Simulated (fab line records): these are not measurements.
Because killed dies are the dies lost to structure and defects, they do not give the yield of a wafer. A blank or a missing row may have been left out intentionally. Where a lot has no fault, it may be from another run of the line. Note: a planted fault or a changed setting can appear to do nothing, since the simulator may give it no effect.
fab line records	flow n5-finfet
record: lots: 14	wafers: 42	last-day: 17
route steps=1938 shown BEOL_M0@745 BEOL_M1@752 BEOL_M4@1111
lots untouched by any fault: they come from a run of this same line in which no faults occurred
start-h: hours from the record's opening day to when the first of the lot's shown wafers began	wait-h: hours since the lot's step before	" same as the row above	L1.1+2: several wafers, shown together as one row	- no value, or no start was given	* or withheld: withheld	< > ~ a bound
route shown NAME@n: names a module that has steps shown in the file, with the first one's number in the route	usual: average and standard deviation across the fault-free wafers	same: alike in all rows	chamber/n: place in a boat	sites: readings site by site	_std_site: their standard deviation	_edge_site: inner sites' mean taken away from outer sites' mean	radius-mm: for every site, how far away it sits from the centre of the wafer	mask NAME#n: copy n	behind: the tool/chamber that last shaped the wafer	hold: what put the lot on hold/how long, in hours/how the hold closed	device: the n, p or np transistor that did not switch	end of line: the route-end tests of the same wafers	step lacking rows: just its recipe	killed: the dies lost at the first sort to structure and to defects; this is not the yield of the wafer	map: shows each die of a wafer: x if killed, . if not, _ if none is there
set.NAME: the run value of the setting; set.NAME@STEP: its run value at that earlier step	model.NAME: the simulator's own value behind a step, which no gauge read
steps of the route over a sample of lots; a table a step, a row a wafer
services: the hour from which a tool's chamber was out of use, counted from the record's first day as start-h (under 0 if before that day), plus the number of hours and why
== steps ==
step: N5_BEOL_M0_PRE_CLEAN_131
recipe: gas: NH3/H2	time-s: 15	temp-c: *	rf-power-w: 300
usual: heater-power-w: 86/22
lot.wafer	tool	chamber	start-h	wait-h	heater-power-w
L567.1	cvd-co-01	2	123.66	0.0	79
L567.4	"	0	"	"	67
L567.5	"	0	"	"	67
L568.2	cvd-co-02	0	127.24	0.0	58
L568.3	"	1	"	"	122
L568.6	"	1	"	"	123
L569.3	cvd-co-01	1	139.98	0.0	81
L569.4	"	2	"	"	81
L569.6	"	0	"	"	67
L570.1	cvd-co-01	1	146.69	0.0	83
L570.3	"	2	"	"	82
L570.5	"	1	"	"	79
L572.1	cvd-co-01	0	157.59	0.0	67
L572.4	"	1	"	"	81
L572.6	"	0	"	"	68
L573.4	cvd-co-01	2	166.71	0.1	80
L573.5	"	1	"	"	82
L573.6	"	0	"	"	67
L575.1	cvd-co-02	0	174.20	0.0	59
L575.2	"	1	"	"	119
L575.4	"	1	"	"	119
L578.2	cvd-co-02	0	198.53	0.0	58
L578.3	"	2	"	"	107
L578.5	"	1	"	"	119
L581.3	cvd-co-02	0	207.71	0.0	57
L581.5	"	0	"	"	56
L581.6	"	1	"	"	121
L582.2	cvd-co-02	1	215.69	0.0	121
L582.5	"	0	"	"	57
L582.6	"	2	"	"	109
L583.2	cvd-co-01	0	222.55	0.0	67
L583.5	"	2	"	"	81
L583.6	"	0	"	"	67
L584.1	cvd-co-01	1	231.60	0.0	84
L584.4	"	1	"	"	82
L584.6	"	2	"	"	82
L586.1	cvd-co-01	2	254.11	0.0	82
L586.2	"	1	"	"	81
L586.6	"	2	"	"	80
L589.1	cvd-co-02	1	258.01	0.5	118
L589.2	"	0	"	"	57
L589.5	"	2	"	"	109
step: N5_BEOL_M0_CO_CAP_123
recipe: material: Co	target-thk-a: 20	temp-c: 200	precursor: CCTBA/H2	pressure-torr: 30	time-s: 102.1
usual: heater-power-w: 237/27
lot.wafer	tool	chamber	start-h	wait-h	heater-power-w
L567.1	cvd-co-01	2	123.72	0.0	230
L567.4	"	0	"	"	218
L567.5	"	0	"	"	213
L568.2	cvd-co-02	0	127.28	0.0	203
L568.3	"	1	"	"	270
L568.6	"	1	"	"	278
L569.3	cvd-co-01	1	140.02	0.0	232
L569.4	"	2	"	"	230
L569.6	"	0	"	"	216
L570.1	cvd-co-01	1	146.73	0.0	229
L570.3	"	2	"	"	229
L570.5	"	1	"	"	234
L572.1	cvd-co-01	0	157.63	0.0	211
L572.4	"	1	"	"	233
L572.6	"	0	"	"	208
L573.4	cvd-co-01	2	166.76	0.0	238
L573.5	"	1	"	"	232
L573.6	"	0	"	"	217
L575.1	cvd-co-02	0	174.24	0.0	203
L575.2	"	1	"	"	281
L575.4	"	1	"	"	284
L578.2	cvd-co-02	0	198.57	0.0	196
L578.3	"	2	"	"	275
L578.5	"	1	"	"	280
L581.3	cvd-co-02	0	207.75	0.0	202
L581.5	"	0	"	"	206
L581.6	"	1	"	"	288
L582.2	cvd-co-02	1	215.73	0.0	292
L582.5	"	0	"	"	204
L582.6	"	2	"	"	263
L583.2	cvd-co-01	0	222.59	0.0	220
L583.5	"	2	"	"	229
L583.6	"	0	"	"	213
L584.1	cvd-co-01	1	231.64	0.0	229
L584.4	"	1	"	"	230
L584.6	"	2	"	"	226
L586.1	cvd-co-01	2	254.15	0.0	232
L586.2	"	1	"	"	228
L586.6	"	2	"	"	236
L589.1	cvd-co-02	1	258.05	0.0	279
L589.2	"	0	"	"	198
L589.5	"	2	"	"	259
step: N5_BEOL_M1_THK_MEAS_01
recipe: reads: SiOC_of_BEOL_M1_ILD_DEP_00
usual: M1_ILD_THK: 78.8/1
lot.wafer	tool	chamber	start-h	wait-h	M1_ILD_THK[nm]
L567.1	film-metro-02	-	124.07	0.0	79.1
L567.4	"	-	"	"	79.7
L567.5	"	-	"	"	79.6
L568.2	film-metro-02	-	127.60	0.1	78.8
L568.3	"	-	"	"	78.2
L568.6	"	-	"	"	79.8
L569.3	film-metro-02	-	140.34	0.1	78.0
L569.4	"	-	"	"	79.2
L569.6	"	-	"	"	79.4
L570.1	film-metro-02	-	147.05	0.0	78.2
L570.3	"	-	"	"	78.2
L570.5	"	-	"	"	79.5
L572.1	film-metro-01	-	157.95	0.0	79.1
L572.4	"	-	"	"	79.5
L572.6	"	-	"	"	79.2
L573.4	film-metro-02	-	167.04	0.0	79.3
L573.5	"	-	"	"	79.6
L573.6	"	-	"	"	80.0
L575.1	film-metro-02	-	174.60	0.0	78.4
L575.2	"	-	"	"	79.1
L575.4	"	-	"	"	80.2
L578.2	film-metro-01	-	198.88	0.1	78.4
L578.3	"	-	"	"	78.8
L578.5	"	-	"	"	80.1
L581.3	film-metro-02	-	208.10	0.1	78.6
L581.5	"	-	"	"	79.9
L581.6	"	-	"	"	80.9
L582.2	film-metro-02	-	216.04	0.1	76.0
L582.5	"	-	"	"	78.5
L582.6	"	-	"	"	77.4
L583.2	film-metro-02	-	222.92	0.1	77.8
L583.5	"	-	"	"	78.4
L583.6	"	-	"	"	78.6
L584.1	film-metro-02	-	231.95	0.0	78.3
L584.4	"	-	"	"	79.8
L584.6	"	-	"	"	79.0
L586.1	film-metro-02	-	254.46	0.0	78.7
L586.2	"	-	"	"	77.9
L586.6	"	-	"	"	78.8
L589.1	film-metro-02	-	258.36	0.0	77.7
L589.2	"	-	"	"	77.4
L589.5	"	-	"	"	78.4
step: N5_BEOL_M1_ETCH_64
recipe: chemistry: N2/H2	target: SOC	target-depth-a: 750	overetch-a: 150	mask-material: SiARC	temp-c: 40	time-s: 112.5	ion-energy-ev: 200	pressure-mtorr: 30	source-w: 840	bias-w: 150	n2-flow-sccm: 200	h2-flow-sccm: 200
usual: bias-w: 150.0/0.44	chamber-pressure-mTorr: 29.998/0.028	drypump-motor-current-A: 5.7/0.37	h2-flow-sccm: 200.0/0.58	n2-flow-sccm: 200.1/0.59	oes-product-au: 0.63/0.055	rf-vpp-V: 524.0/1.7	showerhead-plenum-p-Torr: 2.55/0.057	throttle-valve-pct: 17.77/0.29
lot.wafer	tool	chamber	start-h	wait-h	bias-w	chamber-pressure-mTorr	drypump-motor-current-A	h2-flow-sccm	n2-flow-sccm	oes-product-au	rf-hours-counter-h	rf-vpp-V	showerhead-plenum-p-Torr	throttle-valve-pct
L567.1	rie-diel-05	3	125.52	0.0	150.5	29.998	5.5	199.5	199.9	0.61	155	523.8	2.53	18.14
L567.4	"	1	"	"	150.4	29.955	6.2	198.9	200.9	0.65	-	526.7	2.57	18.05
L567.5	"	3	"	"	149.9	30.046	5.4	200.1	200.4	0.60	-	523.7	2.53	18.16
L568.2	rie-diel-05	0	128.84	0.0	149.5	29.984	5.7	199.0	200.4	0.56	212	524.0	2.51	18.08
L568.3	"	3	"	"	150.5	29.992	5.4	199.0	200.1	0.60	156	524.1	2.53	18.16
L568.6	"	3	"	"	150.0	29.989	5.4	201.0	200.3	0.60	-	524.7	2.53	18.16
L569.3	rie-diel-05	0	141.78	0.0	149.6	30.023	5.7	199.9	199.6	0.56	217	523.5	2.51	18.09
L569.4	"	3	"	"	149.4	29.998	5.4	199.4	199.6	0.60	-	523.1	2.53	18.17
L569.6	"	0	"	"	150.2	29.988	5.7	199.9	200.0	0.56	-	523.1	2.51	18.09
L570.1	rie-diel-03	1	148.94	0.0	150.1	29.994	6.1	200.4	201.1	0.59	144	528.0	2.66	17.84
L570.3	"	0	"	"	150.3	29.992	6.2	201.0	200.1	0.63	114	520.5	2.45	17.50
L570.5	"	2	"	"	150.2	30.020	5.5	201.2	200.6	0.60	-	525.8	2.55	17.83
L572.1	rie-diel-05	3	158.99	0.0	-	-	-	-	-	-	-	-	-	-
L572.4	"	1	"	"	-	-	-	-	-	-	-	-	-	-
L572.6	"	0	"	"	-	-	-	-	-	-	-	-	-	-
L573.4	rie-diel-05	0	168.59	0.0	-	-	-	-	-	-	-	-	-	-
L573.5	"	3	"	"	-	-	-	-	-	-	-	-	-	-
L573.6	"	0	"	"	-	-	-	-	-	-	-	-	-	-
L575.1	rie-diel-01	2	176.93	0.0	149.7	30.048	5.7	199.1	200.5	0.66	55	522.2	2.47	17.39
L575.2	"	1	"	"	150.2	29.942	5.7	200.0	199.7	0.67	75	523.8	2.58	17.71
L575.4	"	3	"	"	149.9	29.990	5.1	200.7	199.5	0.54	250	524.2	2.61	17.93
L578.2	rie-diel-01	0	200.06	0.0	149.8	29.984	5.6	199.8	199.9	0.60	142	524.7	2.55	17.86
L578.3	"	3	"	"	150.2	29.984	5.2	199.5	199.6	0.78	4	524.9	2.61	17.47
L578.5	"	0	"	"	150.2	29.980	5.6	200.2	200.2	0.61	-	524.6	2.55	17.87
L581.3	rie-diel-03	3	209.34	0.0	149.8	29.990	6.2	201.0	200.2	0.70	44	525.9	2.60	17.62
L581.5	"	0	"	"	149.9	30.019	6.2	200.0	201.1	0.62	-	521.1	2.45	17.50
L581.6	"	3	"	"	150.4	30.025	6.2	200.0	200.9	0.70	-	524.6	2.59	17.63
L582.2	rie-diel-03	1	217.80	0.0	149.5	29.976	6.2	199.6	201.2	0.59	164	527.0	2.65	17.86
L582.5	"	3	"	"	149.9	30.006	6.3	200.5	200.9	0.70	-	525.3	2.59	17.62
L582.6	"	0	"	"	150.7	30.010	6.1	200.6	199.6	0.62	-	522.1	2.45	17.53
L583.2	rie-diel-05	2	223.93	0.0	149.9	30.014	5.0	199.9	200.8	0.68	37	523.6	2.59	17.14
L583.5	"	2	"	"	150.0	30.012	5.0	199.7	200.4	0.69	-	524.4	2.59	17.14
L583.6	"	3	"	"	149.6	30.011	5.4	200.4	199.4	0.59	-	524.7	2.52	18.19
L584.1	rie-diel-03	2	233.12	0.0	150.3	29.962	5.5	200.5	200.7	0.58	160	524.4	2.54	17.88
L584.4	"	3	"	"	150.2	29.961	6.2	199.3	200.4	0.69	51	525.2	2.59	17.63
L584.6	"	3	"	"	149.9	30.086	6.2	200.1	200.6	0.69	-	524.8	2.59	17.64
L586.1	rie-diel-01	1	255.36	0.0	149.5	30.010	5.7	199.7	200.5	0.65	100	523.7	2.56	17.75
L586.2	"	0	"	"	149.6	29.939	5.6	199.3	200.2	0.59	159	524.6	2.55	17.89
L586.6	"	1	"	"	149.0	29.972	5.7	199.4	200.6	0.65	-	525.0	2.56	17.73
L589.1	rie-diel-01	3	260.88	0.0	149.9	29.990	5.1	199.7	200.0	0.73	21	525.8	2.60	17.52
L589.2	"	1	"	"	150.1	29.986	5.7	200.3	199.1	0.64	102	523.7	2.56	17.76
L589.5	"	2	"	"	149.9	30.017	5.7	199.5	200.5	0.64	-	522.4	2.46	17.44
step: N5_BEOL_M1_HM_OPEN_17
recipe: chemistry: Cl2/BCl3	target-depth-a: 200	overetch-a: 60	target: TiN	mask-material: SOC	ion-energy-ev: 150	pressure-mtorr: 10	icp-w: 1000	bias-w: 126	Cl2_flow_sccm: 53.25	bcl3-flow-sccm: 21.75	Ar_flow_sccm: 25
usual: drypump-motor-current-A: 5.98/0.22	oes-product-au: 0.62/0.092	throttle-valve-pct: 22.32/0.23
lot.wafer	tool	chamber	start-h	wait-h	drypump-motor-current-A	oes-product-au	rf-hours-counter-h	throttle-valve-pct
L567.1	rie-metal-02	1	125.69	0.0	5.82	0.63	53	22.19
L567.4	"	1	"	"	5.83	0.62	-	22.20
L567.5	"	0	"	"	6.10	0.53	-	22.63
L568.2	rie-metal-03	1	129.01	0.0	6.17	0.74	17	22.00
L568.3	"	1	"	"	6.12	0.73	-	21.99
L568.6	"	1	"	"	6.13	0.73	-	22.01
L569.3	rie-metal-01	1	141.98	0.1	5.70	0.56	-	22.15
L569.4	"	0	"	"	6.41	0.66	-	22.22
L569.6	"	1	"	"	5.72	0.55	-	22.16
L570.1	rie-metal-02	0	149.11	0.0	6.10	0.52	128	22.63
L570.3	"	0	"	"	6.08	0.52	-	22.63
L570.5	"	0	"	"	6.11	0.53	-	22.65
L572.1	rie-metal-03	1	159.16	0.0	6.10	0.31	20	22.66
L572.4	"	0	"	"	5.78	0.22	-	23.35
L572.6	"	0	"	"	5.78	0.22	-	23.34
L573.4	rie-metal-02	0	168.79	0.1	6.12	0.23	-	23.27
L573.5	"	1	"	"	5.83	0.27	-	22.85
L573.6	"	0	"	"	6.11	0.23	-	23.30
L575.1	rie-metal-03	1	177.10	0.0	6.12	0.72	22	22.00
L575.2	"	0	"	"	5.78	0.52	127	22.69
L575.4	"	0	"	"	5.76	0.51	-	22.70
L578.2	rie-metal-02	0	200.23	0.0	6.07	0.53	133	22.62
L578.3	"	1	"	"	5.81	0.63	-	22.22
L578.5	"	0	"	"	6.06	0.52	-	22.64
L581.3	rie-metal-02	1	209.54	0.1	5.83	0.62	-	22.20
L581.5	"	0	"	"	6.05	0.52	-	22.64
L581.6	"	1	"	"	5.84	0.62	-	22.20
L582.2	rie-metal-02	1	217.97	0.0	5.82	0.62	59	22.21
L582.5	"	1	"	"	5.83	0.62	-	22.21
L582.6	"	0	"	"	6.11	0.53	-	22.64
L583.2	rie-metal-01	0	224.10	0.0	6.43	0.65	42	22.23
L583.5	"	0	"	"	6.42	0.64	-	22.21
L583.6	"	1	"	"	5.72	0.53	-	22.18
L584.1	rie-metal-02	1	233.29	0.0	5.82	0.63	61	22.21
L584.4	"	1	"	"	5.81	0.62	-	22.22
L584.6	"	1	"	"	5.81	0.62	-	22.21
L586.1	rie-metal-02	0	255.53	0.0	6.08	0.84	1	22.34
L586.2	"	1	"	"	5.83	0.63	62	22.20
L586.6	"	0	"	"	6.04	0.83	-	22.33
L589.1	rie-metal-02	0	261.05	0.0	6.10	0.82	2	22.33
L589.2	"	1	"	"	5.82	0.62	63	22.20
L589.5	"	0	"	"	6.06	0.82	-	22.34
step: N5_BEOL_M1_CD_MEAS_18
recipe: pitch-nm: 36	target-cd-nm: 18
usual: cd-nm: 18.07/0.28
lot.wafer	tool	chamber	start-h	wait-h	cd-nm
L567.1	cd-sem-01	-	125.87	0.0	17.83
L567.4	"	-	"	"	17.59
L567.5	"	-	"	"	17.99
L568.2	cd-sem-01	-	129.19	0.1	18.35
L568.3	"	-	"	"	18.00
L568.6	"	-	"	"	18.19
L569.3	cd-sem-02	-	142.13	0.1	18.29
L569.4	"	-	"	"	17.65
L569.6	"	-	"	"	17.70
L570.1	cd-sem-02	-	149.45	0.0	18.30
L570.3	"	-	"	"	18.32
L570.5	"	-	"	"	18.21
L572.1	cd-sem-01	-	159.34	0.0	-
L572.4	"	-	"	"	-
L572.6	"	-	"	"	-
L573.4	cd-sem-03	-	168.94	0.1	-
L573.5	"	-	"	"	-
L573.6	"	-	"	"	-
L575.1	cd-sem-02	-	177.30	0.1	18.08
L575.2	"	-	"	"	18.29
L575.4	"	-	"	"	18.04
L578.2	cd-sem-01	-	200.42	0.1	17.99
L578.3	"	-	"	"	18.48
L578.5	"	-	"	"	18.06
L581.3	cd-sem-02	-	209.69	0.1	18.32
L581.5	"	-	"	"	18.29
L581.6	"	-	"	"	18.00
L582.2	cd-sem-01	-	218.15	0.1	18.38
L582.5	"	-	"	"	18.53
L582.6	"	-	"	"	18.33
L583.2	cd-sem-03	-	224.28	0.1	17.76
L583.5	"	-	"	"	17.76
L583.6	"	-	"	"	17.79
L584.1	cd-sem-03	-	233.56	0.0	18.54
L584.4	"	-	"	"	18.08
L584.6	"	-	"	"	17.95
L586.1	cd-sem-03	-	255.77	0.0	18.10
L586.2	"	-	"	"	17.95
L586.6	"	-	"	"	17.79
L589.1	cd-sem-01	-	261.32	0.0	18.16
L589.2	"	-	"	"	17.81
L589.5	"	-	"	"	18.12
step: N5_BEOL_M4_RC_MEAS_101
usual: DIBL_N: 36.4/1.4	DIBL_P: 36.3/1.5	IOFF_N: 0.162/0.023	IOFF_P: 0.211/0.027	ION_N: 676/9.7	ION_P: 463/6.4	SS_N: 71.5/0.5	SS_P: 73.3/0.6	VT_N: 249.3/2.5	VT_P: -249.9/2.8
lot.wafer	tool	chamber	start-h	wait-h	DIBL_N[mV/V]	DIBL_P[mV/V]	IOFF_N[nA/um]	IOFF_P[nA/um]	ION_N[uA/um]	ION_P[uA/um]	SS_N[mV/dec]	SS_P[mV/dec]	VT_N[mV]	VT_P[mV]
L567.1	prober-02	0	163.23	0.0	37.8	35.0	0.163	0.205	663	456	72.0	73.1	250.6	-251.6
L567.4	"	0	"	"	37.2	35.9	0.155	0.225	672	466	71.1	72.1	249.4	-249.4
L567.5	"	0	"	"	38.0	36.3	0.161	0.222	664	457	71.8	73.2	250.6	-248.1
L568.2	prober-02	0	173.70	0.2	36.4	35.9	0.157	0.212	680	470	70.9	73.2	248.7	-249.4
L568.3	"	0	"	"	37.6	36.8	0.184	0.222	685	468	71.6	73.4	247.1	-247.8
L568.6	"	0	"	"	36.8	35.5	0.168	0.214	683	468	71.6	72.8	247.9	-248.2
L569.3	prober-02	0	180.56	0.3	36.4	36.6	0.157	0.228	673	465	71.7	73.9	252.4	-249.1
L569.4	"	0	"	"	36.8	37.2	0.168	0.234	667	463	72.5	74.0	250.6	-248.0
L569.6	"	0	"	"	34.2	34.2	0.123	0.191	664	456	71.4	72.8	254.9	-250.8
L570.1	prober-01	0	184.04	0.0	35.9	37.0	0.152	0.193	684	469	71.6	73.0	251.4	-254.5
L570.3	"	0	"	"	39.0	40.1	0.200	0.232	688	461	72.1	74.7	246.1	-250.3
L570.5	"	0	"	"	37.4	38.5	0.177	0.216	687	460	71.7	73.4	248.7	-253.0
L575.1	prober-02	0	226.78	0.0	35.5	36.8	0.164	0.225	658	457	71.6	72.9	248.2	-250.1
L575.2	"	0	"	"	34.9	34.7	0.145	0.190	661	456	71.4	72.5	249.2	-251.2
L575.4	"	0	"	"	36.8	38.0	0.188	0.240	677	466	72.1	72.9	245.8	-249.5
L578.2	prober-02	0	237.07	0.2	37.0	36.7	0.177	0.185	682	456	71.9	73.0	247.8	-255.2
L578.3	"	0	"	"	37.2	38.1	0.190	0.202	687	458	71.6	74.1	247.5	-252.1
L578.5	"	0	"	"	37.8	37.9	0.192	0.205	686	459	71.6	73.4	244.2	-253.5
L581.3	prober-01	0	254.92	0.3	35.0	35.2	0.154	0.215	688	472	71.2	74.1	246.0	-248.1
L581.5	"	0	"	"	35.0	35.0	0.155	0.213	680	469	70.3	73.4	250.0	-248.0
L581.6	"	0	"	"	35.4	35.9	0.172	0.230	681	466	71.2	73.5	244.4	-247.5
L583.2	prober-02	0	262.77	0.2	34.5	34.5	0.114	0.160	675	458	70.7	72.1	257.0	-254.2
L583.5	"	0	"	"	36.7	37.4	0.153	0.189	671	455	71.2	73.1	250.9	-253.6
L583.6	"	0	"	"	37.1	37.9	0.167	0.222	683	460	71.2	73.3	250.9	-250.4
L584.1	prober-02	0	269.98	0.0	40.7	39.0	0.230	0.267	675	460	72.9	74.4	247.4	-248.4
L584.4	"	0	"	"	37.8	36.8	0.179	0.214	682	466	71.9	74.1	247.4	-249.9
L584.6	"	0	"	"	38.3	36.3	0.175	0.209	669	454	72.8	73.3	249.5	-248.8
L582.2	prober-02	0	272.06	0.2	36.4	35.6	0.141	0.203	683	470	71.8	73.0	250.3	-251.5
L582.5	"	0	"	"	38.5	38.1	0.177	0.247	692	472	71.7	73.6	246.2	-246.2
L582.6	"	0	"	"	36.7	36.1	0.150	0.213	676	467	72.1	72.8	248.3	-247.7
L586.1	prober-02	0	295.55	0.0	36.0	34.2	0.153	0.213	670	462	71.6	73.0	250.2	-250.2
L586.2	"	0	"	"	36.4	33.9	0.162	0.216	661	457	71.6	71.9	250.8	-246.2
L586.6	"	0	"	"	36.4	35.0	0.162	0.231	665	466	71.4	73.6	250.8	-248.0
L589.1	prober-02	0	297.84	0.0	34.1	32.7	0.122	0.172	674	465	70.9	72.6	252.4	-251.9
L589.2	"	0	"	"	37.0	36.4	0.164	0.225	673	463	71.6	73.3	248.5	-248.6
L589.5	"	0	"	"	35.6	35.0	0.149	0.198	691	470	71.2	73.7	247.3	-248.5
== services ==
tool	chamber	start-h	hours	kind
rie-diel-05	0	106.62	15.8	repair
rie-metal-02	0	110.07	1.7	repair
cvd-co-01	1	114.67	-	clean
cvd-co-01	1	114.67	22.0	scheduled-down
cvd-co-01	1	114.67	22.0	vent-cycle
rie-diel-01	0	123.95	6.4	repair
cvd-co-01	-	131.37	6.9	pm
rie-metal-02	1	143.60	13.3	repair
rie-diel-01	3	177.08	-	clean
rie-diel-01	3	177.08	-	consumable-replace:focus-ring
rie-diel-01	3	177.08	12.5	scheduled-down
rie-diel-01	3	177.08	12.5	vent-cycle
rie-metal-02	1	182.26	13.6	repair
cvd-co-02	-	193.68	4.3	pm
rie-metal-03	0	201.58	16.2	repair
rie-metal-03	0	217.91	-	clean
rie-metal-03	0	217.91	17.4	scheduled-down
rie-metal-03	0	217.91	17.4	vent-cycle
rie-metal-02	0	218.93	-	clean
rie-metal-02	0	218.93	18.7	scheduled-down
rie-metal-02	0	218.93	18.7	vent-cycle
rie-diel-01	-	232.90	2.8	pm
rie-diel-03	2	248.66	32.5	repair
rie-diel-05	-	255.94	4.4	repair
== key ==
first-sign: step: N5_BEOL_M1_ETCH_64	reading: tool-record	direction: missing
effect: step: N5_BEOL_M1_HM_OPEN_17	reading: oes-product-au	direction: down	sigmas: 4	usual: 0.62	struck: 0.25
effect: step: N5_BEOL_M1_CD_MEAS_18	reading: cd-nm	direction: missing
met-at N5_BEOL_M1_ETCH_64
struck-lots L572,L573
later-rows-left-out L572.1,L572.4,L572.6,L573.4,L573.5,L573.6
sort-left-out L572.1,L572.4,L572.6,L573.4,L573.5,L573.6
not-acting-at N5_BEOL_M0_PRE_CLEAN_131,N5_BEOL_M0_CO_CAP_123,N5_BEOL_M1_THK_MEAS_01
onset-between 141.78 158.99
fault: kind: skipped-step-whole	tool: rie-diel-05	chamber: -	onset-h: 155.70	steps: N5_BEOL_M1_ETCH_64	scope: struck-lots-only
sort-left-out: the simulated sort isn't trusted on such a fault, so these wafers' sort isn't shown, and their yield isn't known
later-rows-left-out: the simulator's readings of these wafers behind a module that went badly wrong aren't trusted and aren't shown, but for the sort
